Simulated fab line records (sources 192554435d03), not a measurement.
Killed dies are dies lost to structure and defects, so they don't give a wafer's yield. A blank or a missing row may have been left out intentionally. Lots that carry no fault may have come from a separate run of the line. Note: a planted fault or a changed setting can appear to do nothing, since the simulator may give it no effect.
Split-lot trial / flow n5Finfet / on a route of 1938 steps: 7 lots, 21 wafers read

## ON THE SPLIT
At N5_BEOL_M0_SAQP_COAT_34 (resist thk 30 nm), the setting spinRpm was moved away from the recipe's 1500 rpm on 8 of the 21 wafers read, by -5.0% to +8.8%. The other wafers ran this setting at the recipe's value.

## FROM THE SPLIT TO THE READING: what the file shows between them, 2 steps
- N5_BEOL_M0_SAQP_EBR_36
- N5_BEOL_M0_SAQP_SOFTBAKE_35: time 60 s

## THE READING
CAR-EUV_of_BEOL_M0_SAQP_COAT_34.thkNm (the simulator's own value, which no gauge read), in nm, at N5_BEOL_M0_SAQP_DESCUM_45 (chemistry O2, time 7 s). There is no usual value for it anywhere in the file. Average 26.1 nm, standard deviation 0.15 nm, over the 13 wafers here run with the recipe.

wafer=L075.2; tool, chamber at the split=lithoTrack-04, 0; spinRpm as run, rpm=1500; against the recipe=recipe; CAR-EUV_of_BEOL_M0_SAQP_COAT_34.thkNm, nm=26; against lot-mates on the recipe=-
wafer=L075.3; tool, chamber at the split=lithoTrack-04, 0; spinRpm as run, rpm=1457; against the recipe=-2.9%; CAR-EUV_of_BEOL_M0_SAQP_COAT_34.thkNm, nm=26.6; against lot-mates on the recipe=+0.6
wafer=L075.4; tool, chamber at the split=lithoTrack-04, 0; spinRpm as run, rpm=1457; against the recipe=-2.9%; CAR-EUV_of_BEOL_M0_SAQP_COAT_34.thkNm, nm=26.4; against lot-mates on the recipe=+0.4
wafer=L078.1; tool, chamber at the split=lithoTrack-02, 0; spinRpm as run, rpm=1500; against the recipe=recipe; CAR-EUV_of_BEOL_M0_SAQP_COAT_34.thkNm, nm=26.2; against lot-mates on the recipe=-
wafer=L078.2; tool, chamber at the split=lithoTrack-02, 0; spinRpm as run, rpm=1500; against the recipe=recipe; CAR-EUV_of_BEOL_M0_SAQP_COAT_34.thkNm, nm=26.2; against lot-mates on the recipe=-
wafer=L078.5; tool, chamber at the split=lithoTrack-02, 0; spinRpm as run, rpm=1500; against the recipe=recipe; CAR-EUV_of_BEOL_M0_SAQP_COAT_34.thkNm, nm=26.2; against lot-mates on the recipe=-
wafer=L080.2; tool, chamber at the split=lithoTrack-02, 0; spinRpm as run, rpm=1500; against the recipe=recipe; CAR-EUV_of_BEOL_M0_SAQP_COAT_34.thkNm, nm=26.2; against lot-mates on the recipe=-
wafer=L080.6; tool, chamber at the split=lithoTrack-02, 0; spinRpm as run, rpm=1500; against the recipe=recipe; CAR-EUV_of_BEOL_M0_SAQP_COAT_34.thkNm, nm=26.2; against lot-mates on the recipe=-
wafer=L080.4; tool, chamber at the split=lithoTrack-02, 0; spinRpm as run, rpm=1500; against the recipe=recipe; CAR-EUV_of_BEOL_M0_SAQP_COAT_34.thkNm, nm=26; against lot-mates on the recipe=-
wafer=L081.3; tool, chamber at the split=lithoTrack-02, 0; spinRpm as run, rpm=1500; against the recipe=recipe; CAR-EUV_of_BEOL_M0_SAQP_COAT_34.thkNm, nm=26; against lot-mates on the recipe=-
wafer=L081.5; tool, chamber at the split=lithoTrack-02, 0; spinRpm as run, rpm=1632; against the recipe=+8.8%; CAR-EUV_of_BEOL_M0_SAQP_COAT_34.thkNm, nm=24.8; against lot-mates on the recipe=-1.2
wafer=L081.6; tool, chamber at the split=lithoTrack-02, 0; spinRpm as run, rpm=1632; against the recipe=+8.8%; CAR-EUV_of_BEOL_M0_SAQP_COAT_34.thkNm, nm=24.8; against lot-mates on the recipe=-1.2
wafer=L087.3; tool, chamber at the split=lithoTrack-04, 0; spinRpm as run, rpm=1425; against the recipe=-5.0%; CAR-EUV_of_BEOL_M0_SAQP_COAT_34.thkNm, nm=26.8; against lot-mates on the recipe=+0.6
wafer=L087.4; tool, chamber at the split=lithoTrack-04, 0; spinRpm as run, rpm=1500; against the recipe=recipe; CAR-EUV_of_BEOL_M0_SAQP_COAT_34.thkNm, nm=26.2; against lot-mates on the recipe=-
wafer=L087.6; tool, chamber at the split=lithoTrack-04, 0; spinRpm as run, rpm=1500; against the recipe=recipe; CAR-EUV_of_BEOL_M0_SAQP_COAT_34.thkNm, nm=26.2; against lot-mates on the recipe=-
wafer=L093.4; tool, chamber at the split=lithoTrack-05, 0; spinRpm as run, rpm=1590; against the recipe=+6.0%; CAR-EUV_of_BEOL_M0_SAQP_COAT_34.thkNm, nm=25; against lot-mates on the recipe=-0.8
wafer=L093.5; tool, chamber at the split=lithoTrack-05, 0; spinRpm as run, rpm=1590; against the recipe=+6.0%; CAR-EUV_of_BEOL_M0_SAQP_COAT_34.thkNm, nm=25; against lot-mates on the recipe=-0.8
wafer=L093.6; tool, chamber at the split=lithoTrack-05, 0; spinRpm as run, rpm=1500; against the recipe=recipe; CAR-EUV_of_BEOL_M0_SAQP_COAT_34.thkNm, nm=25.8; against lot-mates on the recipe=-
wafer=L096.2; tool, chamber at the split=lithoTrack-05, 0; spinRpm as run, rpm=1563; against the recipe=+4.2%; CAR-EUV_of_BEOL_M0_SAQP_COAT_34.thkNm, nm=25.4; against lot-mates on the recipe=-0.5
wafer=L096.4; tool, chamber at the split=lithoTrack-05, 0; spinRpm as run, rpm=1500; against the recipe=recipe; CAR-EUV_of_BEOL_M0_SAQP_COAT_34.thkNm, nm=26; against lot-mates on the recipe=-
wafer=L096.5; tool, chamber at the split=lithoTrack-05, 0; spinRpm as run, rpm=1500; against the recipe=recipe; CAR-EUV_of_BEOL_M0_SAQP_COAT_34.thkNm, nm=25.8; against lot-mates on the recipe=-

THE FIT
A straight line over all 21 wafers: CAR-EUV_of_BEOL_M0_SAQP_COAT_34.thkNm changes by -0.154 nm for each +1% of spinRpm; r = -0.97; the points scatter about the line by 0.14 nm.
The same after taking each lot's own level away (the mean of its wafers on the recipe; 21 wafers): -0.136 nm for each +1%; r = -0.99; scatter 0.073 nm.
That fit puts the effect of the largest move of spinRpm on the reading at 1.2 nm.
The span of the lots' own levels, 25.80 to 26.20 nm, comes to 2.7 times the standard deviation stated above.
Hence the slope depends on the lot-to-lot level, as the two fits are not the same.
Check: for one of the wafers moved furthest among these (+8.8%), held out of the fit, the line's prediction against its lot-mates is -1.18 nm. It came out at -1.2 nm against them.

## OTHER SPLITS APPLIED TO THESE WAFERS
Other splits were also applied to these wafers ahead of the reading. Each is held against what the fit with the lots' levels taken away leaves over:
other split on the same wafers=N5_MOL_CONTACT_COAG_COAT_77 spinRpm; wafers away from the commonest value=5; r with CAR-EUV_of_BEOL_M0_SAQP_COAT_34.thkNm (lot level and that fit taken away)=+0.05
other split on the same wafers=N5_MOL_CONTACT_COAG_COAT_64 spinRpm; wafers away from the commonest value=7; r with CAR-EUV_of_BEOL_M0_SAQP_COAT_34.thkNm (lot level and that fit taken away)=+0.02
other split on the same wafers=N5_MOL_CONTACT_COAG_EXPOSE_37 doseMj; wafers away from the commonest value=8; r with CAR-EUV_of_BEOL_M0_SAQP_COAT_34.thkNm (lot level and that fit taken away)=+0.12

## THE WHOLE CHAIN: every reading that the file lists as answering this split, in the file's order
step=N5_BEOL_M0_SAQP_COAT_34; what it does=resist thk 30 nm; reading=CAR-EUV_of_BEOL_M0_SAQP_COAT_34.thkNm (the simulator's own value, which no gauge read); change (the file's fit)=-0.14 nm for each +1% of the setting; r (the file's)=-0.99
step=N5_BEOL_M0_SAQP_DESCUM_45; what it does=chemistry O2, time 7 s; reading=CAR-EUV_of_BEOL_M0_SAQP_COAT_34.thkNm (the simulator's own value, which no gauge read); change (the file's fit)=-0.133 nm for each +1% of the setting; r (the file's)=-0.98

## THE FILE'S OWN FIT
CAR-EUV_of_BEOL_M0_SAQP_COAT_34.thkNm changes by -0.133 nm for each +1% of spinRpm, r = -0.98.
